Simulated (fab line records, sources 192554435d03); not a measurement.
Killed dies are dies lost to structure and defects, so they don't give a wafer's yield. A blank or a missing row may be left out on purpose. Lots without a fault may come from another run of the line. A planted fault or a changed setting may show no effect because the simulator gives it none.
Which tool did it? | flow n5_finfet | 10 lots, 29 wafers sampled, at 3 steps of a route of 1938

WHAT THE GAUGES READ, wafer by wafer
N5_BEOL_M4_RC_MEAS_101. Usual: CJ_N 4.35, standard deviation 0.093; DIBL_N 36.0 mV/V, standard deviation 2; DIBL_P 36.2 mV/V, standard deviation 2.2; IOFF_N 0.16 nA/um, standard deviation 0.034; IOFF_P 0.21 nA/um, standard deviation 0.04; ION_N 675 uA/um, standard deviation 12; ION_P 463 uA/um, standard deviation 7.2; SS_N 71.6 mV/dec, standard deviation 0.6; SS_P 73.3 mV/dec, standard deviation 0.67; VT_N 250 mV, standard deviation 3; VT_P -251 mV, standard deviation 3.4.
lot  | measured     | on        | CJ_N           | DIBL_N (mV/V)  | DIBL_P (mV/V)  | IOFF_N (nA/um) | IOFF_P (nA/um) | ION_N (uA/um) | ION_P (uA/um) | SS_N (mV/dec)  | SS_P (mV/dec)  | VT_N (mV)   | VT_P (mV)      | flag
L102 | day 8 01:43  | prober-02 | 4.36 4.29 4.31 | 37.7 35.6 35.6 | 36.6 34.6 34.4 | 0.17 0.12 0.14 | 0.21 0.18 0.18 | 670 662 650   | 452 457 451   | 72.3 72.2 71.8 | 74.3 73.1 73.6 | 251 253 250 | -252 -255 -256 |
L103 | day 8 10:36  | prober-01 | 4.44 4.33 4.45 | 38.6 37.0 36.2 | 39.1 37.7 36.8 | 0.22 0.19 0.18 | 0.26 0.24 0.22 | 692 684 683   | 468 467 464   | 71.6 71.2 71.8 | 73.7 73.8 73.9 | 248 246 245 | -250 -248 -250 |
L104 | day 8 20:47  | prober-02 | 4.36 4.42 4.26 | 33.9 35.8 33.0 | 35.7 37.6 34.6 | 0.13 0.15 0.11 | 0.18 0.19 0.16 | 667 680 648   | 460 460 445   | 71.1 71.4 71.1 | 73.1 73.6 72.9 | 251 248 255 | -252 -253 -255 |
L105 | day 9 01:07  | prober-02 | 4.30 4.15 4.24 | 36.7 34.7 35.8 | 38.3 36.3 37.5 | 0.18 0.15 0.16 | 0.23 0.20 0.21 | 680 669 669   | 465 461 460   | 71.9 71.4 71.4 | 72.7 72.7 72.5 | 249 251 248 | -249 -252 -252 |
L108 | day 10 01:47 | prober-02 | 4.27 4.02      | 35.0 34.7      | 36.6 36.6      | 0.15 0.14      | 0.19 0.18      | 669 666       | 457 455       | 71.6 71.9      | 72.8 73.2      | 250 251     | -255 -254      |
L110 | day 10 05:44 | prober-01 | 4.42 4.36 3.83 | 36.0 38.7 36.0 | 34.2 37.7 36.6 | 0.13 0.18 0.13 | 0.16 0.20 0.19 | 669 673 664   | 453 453 460   | 71.8 72.5 71.8 | 73.8 73.7 73.5 | 254 253 254 | -255 -253 -254 |
L112 | day 10 18:38 | prober-02 | 4.28 4.43 4.00 | 35.9 36.1 35.4 | 37.2 37.2 37.4 | 0.18 0.19 0.17 | 0.21 0.22 0.22 | 686 687 680   | 464 464 462   | 71.9 71.7 71.7 | 73.5 73.9 73.7 | 248 248 249 | -253 -251 -252 |
L117 | day 12 04:16 | prober-01 | 4.35 4.52 4.35 | 35.6 39.0 35.0 | 35.2 39.3 34.8 | 0.16 0.24 0.16 | 0.23 0.31 0.22 | 679 697 673   | 463 477 461   | 71.4 72.2 71.5 | 73.3 74.0 73.1 | 251 246 249 | -246 -245 -247 |
L118 | day 12 05:36 | prober-01 | 4.29 4.28 4.28 | 37.9 37.9 36.9 | 38.1 37.8 36.9 | 0.19 0.19 0.17 | 0.26 0.26 0.23 | 691 697 681   | 474 472 464   | 72.3 72.0 71.6 | 73.6 73.1 73.2 | 248 245 248 | -245 -245 -249 |
L124 | day 13 23:46 | prober-01 | 4.47 4.32 4.30 | 39.8 35.9 35.3 | 39.3 36.6 35.1 | 0.24 0.17 0.15 | 0.29 0.23 0.21 | 696 690 669   | 470 464 467   | 72.4 71.0 71.4 | 74.2 72.5 72.7 | 243 247 251 | -246 -247 -252 |

WHICH TOOL RAN EACH LOT (tool, then ch and the chambers of the sampled wafers, then the start)
lot  | N5_SD_EPI_N_SD_RECESS_17        | N5_BEOL_M4_SPUTTER_90
L102 | rie_si-05 ch 1,3, day 3 03:02   | pvd_sputter-02, day 7 23:38
L103 | rie_si-05 ch 0,3, day 3 07:24   | pvd_sputter-02, day 8 08:50
L104 | rie_si-05 ch 2,3, day 3 14:03   | pvd_sputter-02, day 8 18:41
L105 | rie_si-04 ch 0,3, day 3 22:44   | pvd_sputter-01, day 8 23:19
L108 | rie_si-05 ch 0,1, day 4 13:22   | pvd_sputter-02, day 9 23:56
L110 | rie_si-05 ch 1,2,3, day 5 01:29 | pvd_sputter-03, day 10 03:29
L112 | rie_si-05 ch 0,1, day 5 18:55   | pvd_sputter-02, day 10 16:49
L117 | rie_si-04 ch 2,3, day 6 21:40   | pvd_sputter-03, day 12 02:10
L118 | rie_si-04 ch 0,3, day 7 03:16   | pvd_sputter-02, day 12 03:14
L124 | rie_si-05 ch 0,1, day 8 14:08   | pvd_sputter-01, day 13 21:47
- N5_SD_EPI_N_SD_RECESS_17: chemistry HBr/Cl2/O2, target depth 41 nm, time 23.7 s, bt time 3 s.
- N5_BEOL_M4_SPUTTER_90: material Cu, target thk 4.5 nm, time 8.29 s.

WHAT THE TOOLS THEMSELVES READ (means of the sampled wafers that have a number; where no wafer has one, the mark that the record gives instead)
N5_SD_EPI_N_SD_RECESS_17. Usual: drypump_motor_current_A 5.7 A, standard deviation 0.49; oes_product_au 1.001 a.u., standard deviation 0.017; throttle_valve_pct 36.8 %, standard deviation 0.36.
lot  | tool      | drypump_motor_current_A (A) | oes_product_au (a.u.) | throttle_valve_pct (%) | flag
L102 | rie_si-05 | 6.0                         | 1.021                 | 36.8                   |
L103 | rie_si-05 | 6.0                         | 1.012                 | 37.0                   |
L104 | rie_si-05 | 5.5                         | 1.018                 | 36.6                   |
L105 | rie_si-04 | 5.5                         | 0.977                 | 36.6                   |
L108 | rie_si-05 | 6.1                         | 0.999                 | 36.8                   |
L110 | rie_si-05 | 5.8                         | 1.022                 | 36.6                   |
L112 | rie_si-05 | 6.1                         | 1.014                 | 36.6                   |
L117 | rie_si-04 | 5.5                         | 0.987                 | 36.4                   |
L118 | rie_si-04 | 5.6                         | 0.981                 | 36.6                   |
L124 | rie_si-05 | 6.1                         | 1.000                 | 36.9                   |

N5_BEOL_M4_SPUTTER_90. Usual: chuck_gas_flow_sccm 1.27 sccm, standard deviation 0.053; throttle_valve_pct 30.1 %, standard deviation 0.95.
lot  | tool           | chuck_gas_flow_sccm (sccm) | throttle_valve_pct (%) | flag
L102 | pvd_sputter-02 | 1.32                       | 30.1                   |
L103 | pvd_sputter-02 | 1.28                       | 31.4                   |
L104 | pvd_sputter-02 | 1.27                       | 30.3                   |
L105 | pvd_sputter-01 | 1.30                       | 29.8                   |
L108 | pvd_sputter-02 | 1.27                       | 29.6                   |
L110 | pvd_sputter-03 | 1.26                       | 29.5                   |
L112 | pvd_sputter-02 | 1.29                       | 30.5                   |
L117 | pvd_sputter-03 | 1.22                       | 29.0                   |
L118 | pvd_sputter-02 | 1.28                       | 30.3                   |
L124 | pvd_sputter-01 | 1.25                       | 30.3                   |

THE ANSWER, worked out from the rows above alone
Rule: a lot is off if the mean of its wafers that have a number lies more than 3 standard deviations from the usual mean. A lot without any number at a reading at which 4 lots or more have one is off too. The other lots that the step has rows for count as sound. The gauges are gone through in route order, then the tools' own readings, and for those a lot's mean is taken as printed above. The first step at which some lot is off is used, and at that step the reading that is off furthest; a lot without a number counts as furthest.
No lot is off at any reading shown: from this, nothing can be told.

WHAT THE SIMULATOR HAD PUT IN
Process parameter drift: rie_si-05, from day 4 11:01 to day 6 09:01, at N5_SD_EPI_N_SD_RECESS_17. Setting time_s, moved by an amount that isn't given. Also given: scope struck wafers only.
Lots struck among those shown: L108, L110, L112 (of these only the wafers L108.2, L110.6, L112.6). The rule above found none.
